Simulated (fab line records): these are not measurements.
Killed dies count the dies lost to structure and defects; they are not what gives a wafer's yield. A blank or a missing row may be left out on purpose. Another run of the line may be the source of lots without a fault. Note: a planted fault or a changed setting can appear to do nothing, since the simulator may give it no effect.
fab line records	flow nandHarc
[record] lots = 14	wafers = 42	lastDay = 33
route steps=1302 shown P_GATE@156 P_CONTACT@229
lots untouched by any fault: they come from a run of this same line in which no faults occurred
startH: start of the lot's first displayed wafer, in hours after the record's first day	waitH: hours since the lot's step before	" identical to the entry in the row above	L1.1+2: several wafers, shown together as one row	- no value present, or no start provided	* or withheld: withheld	< > ~ a bound
route shown NAME@n: NAME is a module with steps in the file, n the number in the route of the first one	usual: the fault-free wafers' mean and standard deviation	same: alike in all rows	chamber/n: place in a boat	sites: readings site by site	_std_site: how widely they spread, as a standard deviation	_edge_site: inner sites' mean taken away from outer sites' mean	radiusMm: how far each site lies from the wafer's centre	mask NAME#n: copy n	behind: tool/chamber where the wafer was last shaped	hold: what put the lot on hold/how long, in hours/how the hold closed	device: the n, p or np transistor that did not switch	end of line: tests of these same wafers at the route's end	for a step that has no rows: nothing shown but its recipe	killed: dies lost to structure and defects at the first sort, not the wafer's yield	map: dies across one wafer; x = killed, . = not, _ = none there
set.NAME: the run value of the setting; set.NAME@STEP: its run value at that earlier step	model.NAME: the simulator's own value behind a step, which no gauge read
a sample of lots followed through the steps of the route, with each step as a table and each wafer as a row
services: a tool's chamber out of use, with start hour (startH, from the record's first day; less than 0 if before it), hours out, and reason
[[steps]]
[step NHARC_P_GATE_ETCHBACK_37]
[recipe] targetDepthA = 345	timeS = 17.2	chf3FlowSccm = 50	o2FlowSccm = 10	arFlowSccm = 200	rfW = 500	biasW = 200	chemistry = CHF3/O2
[usual] drypumpMotorCurrentA = 5.9/0.43	oesProductAu = 0.95/0.031	rfVppV = 371.4/1.9	showerheadPlenumPTorr = 2.44/0.076	throttleValvePct = 20.572/0.0089
lot.wafer	tool	chamber	startH	waitH	drypumpMotorCurrentA	oesProductAu	rfHoursCounterH	rfVppV	showerheadPlenumPTorr	throttleValvePct
L583.2	rieDiel-02	3	-	-	6.1	0.96	3.3	370.2	2.44	20.561
L583.5	"	3	"	"	6.1	0.97	-	369.3	2.44	20.572
L583.6	"	0	"	"	6.0	0.95	-	374.2	2.53	20.578
L584.3	rieDiel-11	0	-	-	5.7	0.92	1.4	369.1	2.32	20.575
L584.2	"	1	"	"	5.2	0.92	1.4	371.2	2.46	20.565
L584.1	"	3	"	"	6.4	0.92	0.9	370.6	2.37	20.571
L586.2	rieDiel-02	0	-	-	6.1	0.93	4.3	372.4	2.53	20.579
L586.1	"	2	"	"	6.1	0.94	4.4	372.2	2.51	20.571
L586.5	"	0	"	"	6.0	0.92	-	373.2	2.53	20.562
L587.2	rieDiel-11	2	-	-	5.7	0.92	2.1	371.1	2.47	20.576
L587.3	"	3	"	"	6.5	0.92	2.1	370.7	2.37	20.576
L587.6	"	1	"	"	5.1	0.93	-	372.1	2.46	20.572
L588.4	rieDiel-04	1	-	-	5.0	1.00	5.5	369.7	2.36	20.568
L588.3	"	0	"	"	6.0	1.01	5.0	374.8	2.55	20.572
L588.5	"	2	"	"	6.5	1.00	-	369.2	2.40	20.554
L595.1	rieDiel-11	0	-	-	5.7	0.92	9.3	370.0	2.32	20.567
L595.3	"	1	"	"	5.2	0.92	8.7	372.9	2.46	20.578
L595.5	"	1	"	"	5.1	0.92	-	371.9	2.46	20.573
L596.1	rieDiel-04	2	-	-	6.5	0.90	3.1	371.4	2.40	20.580
L596.4	"	1	"	"	5.0	0.94	3.8	370.2	2.35	20.565
L596.6	"	3	"	"	6.0	0.90	-	373.6	2.58	20.582
L597.1	rieDiel-04	0	-	-	6.0	0.91	3.1	373.2	2.55	20.566
L597.6	"	0	"	"	6.0	0.91	-	374.3	2.55	20.567
L597.5	"	1	"	"	4.9	0.93	-	370.3	2.35	20.576
L599.1	rieDiel-02	0	-	-	6.0	0.93	3.4	373.5	2.52	20.563
L599.3	"	1	"	"	6.1	0.94	3.9	370.2	2.42	20.578
L599.6	"	0	"	"	6.0	0.92	-	372.3	2.52	20.573
L601.3	rieDiel-11	1	-	-	5.2	0.93	0.1	372.8	2.46	20.561
L601.4	"	2	"	"	5.7	0.95	0.2	372.5	2.47	20.566
L601.2	"	0	"	"	5.7	0.94	0.1	369.2	2.32	20.570
L603.1	rieDiel-02	3	-	-	6.1	0.94	5.1	370.9	2.43	20.584
L603.4	"	3	"	"	6.1	0.94	-	371.9	2.43	20.567
L603.5	"	0	"	"	6.1	0.93	-	373.2	2.52	20.566
L604.1	rieDiel-11	3	-	-	6.5	0.94	0.9	368.6	2.37	20.577
L604.6	"	0	"	"	5.7	0.95	-	368.6	2.31	20.575
L604.5	"	1	"	"	5.1	0.92	-	372.8	2.46	20.567
L605.1	rieDiel-11	3	-	-	6.5	0.94	0.9	369.9	2.37	20.583
L605.3	"	0	"	"	5.7	0.99	2.6	368.0	2.31	20.567
L605.5	"	3	"	"	6.5	0.93	-	369.0	2.37	20.549
L606.3	rieDiel-11	0	-	-	5.6	0.91	3.3	368.2	2.31	20.563
L606.1	"	1	"	"	5.2	0.93	1.5	371.1	2.46	20.584
L606.6	"	0	"	"	5.7	0.93	-	369.9	2.31	20.568
[step NHARC_P_GATE_DESCUM_48]
[recipe] timeS = 3	o2FlowSccm = 200	arFlowSccm = 0	biasPowerW = 0	chemistry = O2
[usual] drypumpMotorCurrentA = 5.9/0.41	oesProductAu = 1.002/0.011	rfVppV = 58.0/0.85	showerheadPlenumPTorr = 1.96/0.064	throttleValvePct = 11.313/0.0096
lot.wafer	tool	chamber	startH	waitH	drypumpMotorCurrentA	oesProductAu	rfHoursCounterH	rfVppV	showerheadPlenumPTorr	throttleValvePct
L583.2	rieDiel-02	3	113.72	-	6.1	1.015	3.4	57.2	1.94	11.320
L583.5	"	0	"	"	6.0	1.009	-	58.0	2.02	11.305
L583.6	"	1	"	"	6.1	1.000	-	57.5	1.93	11.323
L584.1	rieDiel-04	2	115.03	-	6.4	0.996	5.5	56.7	1.91	11.296
L584.3	"	3	"	"	6.1	0.981	5.4	57.9	2.06	11.321
L584.2	"	0	"	"	6.1	0.993	3.4	58.2	2.04	11.308
L586.2	rieDiel-11	1	139.35	-	5.1	1.003	2.1	58.6	1.97	11.303
L586.1	"	3	"	"	6.5	0.998	2.1	58.4	1.89	11.328
L586.5	"	1	"	"	5.1	0.994	-	56.5	1.97	11.326
L587.3	rieDiel-04	3	146.29	-	6.0	0.995	6.6	58.0	2.06	11.306
L587.2	"	1	"	"	4.9	1.002	5.5	58.1	1.87	11.314
L587.6	"	2	"	"	6.5	0.997	-	57.7	1.91	11.311
L588.3	rieDiel-04	0	157.36	-	6.1	0.998	5.0	56.8	2.04	11.313
L588.4	"	2	"	"	6.5	0.986	6.7	57.6	1.91	11.319
L588.5	"	0	"	"	6.0	0.988	-	57.1	2.04	11.313
L595.3	rieDiel-04	2	232.83	-	6.5	0.990	1.9	57.4	1.91	11.315
L595.1	"	0	"	"	6.1	0.990	2.2	58.1	2.04	11.304
L595.5	"	2	"	"	6.5	0.996	-	56.7	1.91	11.316
L596.4	rieDiel-02	3	251.23	-	6.1	1.012	2.1	58.4	1.94	11.328
L596.1	"	0	"	"	6.0	1.003	2.4	59.2	2.02	11.324
L596.6	"	3	"	"	6.1	1.019	-	58.1	1.94	11.321
L597.1	rieDiel-11	2	251.53	-	5.7	1.000	10.4	59.0	1.97	11.305
L597.5	"	3	"	"	6.5	0.999	-	56.7	1.88	11.308
L597.6	"	0	"	"	5.7	1.011	-	57.5	1.84	11.309
L599.1	rieDiel-02	2	264.38	-	6.1	1.010	3.7	59.3	2.00	11.319
L599.3	"	0	"	"	6.0	0.994	3.5	58.9	2.02	11.328
L599.6	"	3	"	"	6.1	1.008	-	58.8	1.94	11.321
L601.3	rieDiel-04	3	283.28	-	6.1	0.987	4.3	58.3	2.06	11.312
L601.2	"	0	"	"	6.0	0.998	4.9	57.8	2.03	11.288
L601.4	"	1	"	"	4.9	1.009	5.2	58.1	1.87	11.300
L603.1	rieDiel-02	0	309.65	-	6.0	0.997	5.0	58.0	2.02	11.309
L603.4	"	1	"	"	6.1	1.024	-	57.2	1.93	11.321
L603.5	"	3	"	"	6.1	1.013	-	58.7	1.94	11.288
L604.1	rieDiel-11	2	320.33	-	5.7	1.005	2.5	59.8	1.97	11.308
L604.5	"	3	"	"	6.5	0.998	-	57.9	1.88	11.312
L604.6	"	0	"	"	5.7	0.994	-	56.8	1.84	11.300
L605.3	rieDiel-02	0	327.04	-	6.0	1.001	7.1	56.9	2.01	11.302
L605.1	"	2	"	"	6.1	1.007	6.1	58.6	2.00	11.317
L605.5	"	3	"	"	6.1	1.027	-	57.3	1.94	11.303
L606.1	rieDiel-02	1	336.93	-	6.1	1.015	8.5	57.3	1.93	11.317
L606.3	"	3	"	"	6.1	1.019	8.2	58.7	1.94	11.306
L606.6	"	0	"	"	6.0	1.009	-	58.7	2.01	11.314
[step NHARC_P_CONTACT_EXPOSE_09]
[recipe] na = 1.35	targetCdNm = 90	doseMj = 81.26	maskId = P_CA
[usual] exposureDoseMJCm2 = 81.26/0.091	focusOffsetNm = 0.0/0.55
lot.wafer	tool	chamber	startH	waitH	mask	exposureDoseMJCm2	focusOffsetNm
L583.2	arfiScanner-02	0	121.54	-	P_CA#0	81.37	0.4
L583.5	"	0	"	"	P_CA#0	81.50	0.4
L583.6	"	0	"	"	P_CA#0	81.42	0.2
L586.1	arfiScanner-03	0	147.61	-	P_CA#0	81.28	-0.9
L586.2	"	0	"	"	P_CA#0	81.23	-1.4
L586.5	"	0	"	"	P_CA#0	81.18	-1.3
L587.2	arfiScanner-02	0	154.30	-	P_CA#0	81.34	0.0
L587.3	"	0	"	"	P_CA#0	81.25	0.1
L587.6	"	0	"	"	P_CA#0	81.27	-0.4
L588.3	arfiScanner-03	-	165.25	-	P_CA#0	-	-
L588.4	"	-	"	"	P_CA#0	-	-
L588.5	"	-	"	"	P_CA#0	-	-
L584.1	arfiScanner-02	-	176.49	-	P_CA#0	-	-
L584.2	"	-	"	"	P_CA#0	-	-
L584.3	"	-	"	"	P_CA#0	-	-
L595.1	arfiScanner-03	0	240.45	-	P_CA#0	81.14	-0.1
L595.3	"	0	"	"	P_CA#0	81.22	0.5
L595.5	"	0	"	"	P_CA#0	81.16	0.1
L596.1	arfiScanner-01	0	259.27	-	P_CA#0	81.20	0.3
L596.4	"	0	"	"	P_CA#0	81.30	-0.1
L596.6	"	0	"	"	P_CA#0	81.17	-0.6
L597.1	arfiScanner-01	0	259.94	-	P_CA#0	81.13	0.7
L597.5	"	0	"	"	P_CA#0	81.16	0.5
L597.6	"	0	"	"	P_CA#0	81.33	0.0
L599.1	arfiScanner-02	0	272.25	-	P_CA#0	81.30	-0.1
L599.3	"	0	"	"	P_CA#0	81.19	0.2
L599.6	"	0	"	"	P_CA#0	81.10	0.6
L601.2	arfiScanner-01	0	291.23	-	P_CA#0	81.23	0.1
L601.3	"	0	"	"	P_CA#0	81.22	0.6
L601.4	"	0	"	"	P_CA#0	81.25	0.0
L603.1	arfiScanner-01	0	317.53	-	P_CA#0	81.24	0.4
L603.4	"	0	"	"	P_CA#0	81.26	-0.1
L603.5	"	0	"	"	P_CA#0	81.29	-0.7
L604.1	arfiScanner-03	0	328.24	-	P_CA#0	81.28	0.0
L604.5	"	0	"	"	P_CA#0	81.30	0.3
L604.6	"	0	"	"	P_CA#0	81.42	0.8
L605.1	arfiScanner-03	0	334.94	-	P_CA#0	81.18	-0.2
L605.3	"	0	"	"	P_CA#0	81.21	-0.8
L605.5	"	0	"	"	P_CA#0	81.16	-0.5
L606.1	arfiScanner-03	0	344.52	-	P_CA#0	81.12	-1.4
L606.3	"	0	"	"	P_CA#0	81.26	-1.2
L606.6	"	0	"	"	P_CA#0	81.20	0.1
[step NHARC_P_CONTACT_DEGAS_38]
[recipe] tempC = 300	timeS = 60
[usual] heaterPowerW = 456/60
lot.wafer	tool	chamber	startH	waitH	heaterPowerW
L583.2	pvdSputter-02	-	123.44	-	420
L583.5	"	-	"	"	403
L583.6	"	-	"	"	426
L586.2	pvdSputter-03	-	149.52	-	463
L586.1	"	-	"	"	445
L586.5	"	-	"	"	523
L587.2	pvdSputter-02	-	156.22	-	410
L587.3	"	-	"	"	382
L587.6	"	-	"	"	460
L588.4	pvdSputter-01	-	167.15	-	524
L588.3	"	-	"	"	518
L588.5	"	-	"	"	603
L584.3	pvdSputter-02	-	178.55	-	382
L584.1	"	-	"	"	424
L584.2	"	-	"	"	457
L595.3	pvdSputter-01	-	242.36	-	384
L595.1	"	-	"	"	504
L595.5	"	-	"	"	380
L596.4	pvdSputter-03	-	261.23	-	416
L596.1	"	-	"	"	464
L596.6	"	-	"	"	430
L597.1	pvdSputter-01	-	261.85	-	539
L597.6	"	-	"	"	387
L597.5	"	-	"	"	551
L599.1	pvdSputter-02	-	274.55	-	420
L599.3	"	-	"	"	465
L599.6	"	-	"	"	400
L601.2	pvdSputter-03	-	293.13	-	412
L601.3	"	-	"	"	517
L601.4	"	-	"	"	436
L603.4	pvdSputter-02	-	319.44	-	472
L603.1	"	-	"	"	436
L603.5	"	-	"	"	437
L604.1	pvdSputter-01	-	330.15	-	511
L604.5	"	-	"	"	499
L604.6	"	-	"	"	373
L605.3	pvdSputter-03	-	336.85	-	407
L605.1	"	-	"	"	478
L605.5	"	-	"	"	466
L606.1	pvdSputter-03	-	346.46	-	510
L606.3	"	-	"	"	480
L606.6	"	-	"	"	423
[[services]]
tool	chamber	startH	hours	kind
pvdSputter-02	-	104.00	10.0	pm
rieDiel-11	-	140.23	0.4	repair
rieDiel-11	0	144.15	2.5	repair
rieDiel-04	-	150.49	0.3	repair
rieDiel-04	0	160.06	3.8	repair
rieDiel-04	0	177.21	5.0	repair
rieDiel-04	-	177.90	9.0	pm
arfiScanner-03	-	188.07	0.7	repair
rieDiel-04	-	195.30	0.2	repair
arfiScanner-03	-	196.00	4.0	pm
rieDiel-02	-	216.70	9.0	pm
arfiScanner-03	-	233.45	6.7	repair
rieDiel-11	-	255.50	9.0	pm
rieDiel-02	1	270.43	9.6	repair
rieDiel-04	-	279.08	1.6	repair
rieDiel-11	1	282.20	18.1	repair
rieDiel-11	3	283.33	15.0	repair
arfiScanner-03	-	288.26	6.0	repair
rieDiel-02	2	301.24	22.0	repair
rieDiel-04	0	311.30	1.6	repair
rieDiel-11	-	311.40	2.0	repair
rieDiel-04	3	311.64	7.0	repair
rieDiel-11	2	338.90	6.1	repair
rieDiel-02	1	345.40	4.9	repair
[[key]]
[firstSign] step = NHARC_P_CONTACT_EXPOSE_09	reading = toolRecord	direction = missing
effect none on later readings
metAt NHARC_P_CONTACT_EXPOSE_09
struckLots L584,L588
laterRowsLeftOut L584.1,L584.2,L584.3,L588.3,L588.4,L588.5
sortLeftOut L584.1,L584.2,L584.3,L588.3,L588.4,L588.5
testerLeftOut L584,L588
notActingAt NHARC_P_GATE_ETCHBACK_37,NHARC_P_GATE_DESCUM_48,NHARC_P_CONTACT_DEGAS_38
onsetBetween 154.30 165.25
[fault] kind = skippedStepWhole	tool = arfiScanner-02,arfiScanner-03	chamber = -	onsetH = 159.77	steps = NHARC_P_CONTACT_EXPOSE_09	scope = struckLotsOnly
// testerLeftOut: of these lots the tester's yield and bins aren't shown, on N5 and GAA mostly nor the transistor test; their killed dies are dies lost to structure and defects alone, not to doping, threshold or leakage, so they don't give the yield
// sortLeftOut: the simulated sort isn't trusted on such a fault, so these wafers' sort isn't shown, and their yield isn't known
// laterRowsLeftOut: the simulator's readings of these wafers behind a module that went badly wrong aren't trusted and aren't shown, but for the sort
